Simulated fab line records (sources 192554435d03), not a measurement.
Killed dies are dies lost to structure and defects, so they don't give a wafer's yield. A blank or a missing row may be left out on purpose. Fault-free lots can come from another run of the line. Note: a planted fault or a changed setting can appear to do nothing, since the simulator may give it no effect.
Problem report, 8D (eight disciplines) form, completed by code :: flow n5 finfet :: the parts of the form that need people (team, actions taken, sign-off) are left out

== 1. THE PROBLEM ==
GC_FILL_THK at N5_GATE_CUT_THK_MEAS_24 reads a mean of 131.6 nm on 6 wafers of 2 lots; wafers without a fault read 219.6 nm with a standard deviation of 2.1. Relative to the usual mean, that is a shift of -42 standard deviations.
First seen on wafer L671.1, day 5 03:46, on film metro-01. At this step, 24 wafers from 8 lots have a number in the record. Rule for "out" (also "out of limits"): further than 4 standard deviations from the usual mean. The rest of the wafers with a number are treated as sound.

== 2. WHAT IT IS; WHAT IT IS NOT ==
question: which readings at this step
is: GC_FILL_THK
is not: -

question: which lots
is: L671, L672
is not: L674, L685, L686, L687, L688, L692

question: which wafers of those lots
is: all that have a number
is not: -

question: read on which gauges
is: film metro-01, film metro-02
is not: -

question: when
is: from day 5 03:46
is not: up to then (0 sound wafers); but 18 sound wafers of L674, L685, L686, L687, L688, L692 came after

== 3. THE SUSPECTS, EACH WITH WHAT RULES IT OUT ==
Counting: a tool at any process step up to the reading remains a suspect when it ran all the lots that are out and ran no sound lot after the first of those.
- ruled out: the gauge at N5_GATE_CUT_THK_MEAS_24. Those wafers that are out were read across 2 gauges (film metro-01, film metro-02).
- ald sin-04 at N5_GATE_CUT_ALD_22 (deposits SiNx, target thk 16 nm, pulse time 1 s, ald cycles 320): ruled out as a lasting fault. After its first lot that is out, L671 (day 5 01:51), sound lots L686, L687, L692 ran on it.
- cmp-01 at N5_GATE_CUT_CMP_23 (polishes, stops on SiO2, t overpolish 23.4 s, target thk 16 nm): ruled out as a lasting fault. After its first lot that is out, L671 (day 5 03:33), sound lots L674, L686 ran on it.
Left after counting: nothing in the record.

== 4. THE CAUSE (what the simulator had put in) ==
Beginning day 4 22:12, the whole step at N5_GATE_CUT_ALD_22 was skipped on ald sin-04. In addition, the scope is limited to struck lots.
It was ruled out by counting, in error; the rule expects a fault to strike all lots run on its tool from its start on, and this fault did not.

== 5. THE CHAIN OF EFFECTS, in route order ==
Each row: a reading where the mean over the struck wafers with a number is more than 3 standard deviations away from the usual. Readings are gone through only where the record gives a usual standard deviation; hours: the median, over the lots, of the time from a lot's start at the first step in this table giving one to that lot's start at this step; sigmas: the change measured in usual standard deviations.
hours: 0
step: N5_GATE_CUT_CMP_23
reading: time to endpoint s
usual: 19.2 s
on struck wafers: 129.2
change: +110.0
sigmas: +41

hours: 0
step: N5_GATE_CUT_THK_MEAS_24
reading: GC_FILL_THK
usual: 219.6 nm
on struck wafers: 131.6
change: -88.0
sigmas: -42

hours: 212
step: N5_PASSIVATION_PROBE_49
reading: defect limited yield
usual: 91.2 %
on struck wafers: 0.0
change: -91.2
sigmas: -61

hours: 212
step: N5_PASSIVATION_PROBE_49
reading: killed at front end
usual: 40
on struck wafers: 1116
change: +1076
sigmas: +83

hours: 212
step: N5_PASSIVATION_PROBE_49
reading: killed dies
usual: 104
on struck wafers: 1180
change: +1076
sigmas: +63

hours: 212
step: N5_PASSIVATION_PROBE_49
reading: killed on rim
usual: 14
on struck wafers: 152
change: +138
sigmas: +32

hours: 212
step: N5_PASSIVATION_PROBE_49
reading: sort_bin_5_function
usual: 5.2 %
on struck wafers: 96.7
change: +91.5
sigmas: +96

hours: 212
step: N5_PASSIVATION_PROBE_49
reading: sort n pass
usual: 1076
on struck wafers: 0
change: -1076
sigmas: -63

hours: 212
step: N5_PASSIVATION_PROBE_49
reading: sort yield pct
usual: 91.2 %
on struck wafers: 0.0
change: -91.2
sigmas: -61
Here are the process steps it includes:
- N5_GATE_CUT_CMP_23: polishes, stops on SiO2, t overpolish 23.4 s, target thk 16 nm.
- N5_PASSIVATION_PROBE_49
Readings that are blank on the struck wafers while sound wafers have them: chamber pressure Torr at N5_GATE_CUT_ALD_22; heater power w at N5_GATE_CUT_ALD_22; precursor pulse height rel at N5_GATE_CUT_ALD_22.

== 6. HOW IT WOULD HAVE BEEN CAUGHT EARLIER ==
6 hours passed between the start of the fault at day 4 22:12 and the first reading out of limits at a measuring or inspecting step in this record, taken at day 5 03:46.
At N5_GATE_CUT_ALD_22 the tool's readings are blank on the struck wafers, where sound wafers have them: an empty tool record is the first sign, and it was there at once.
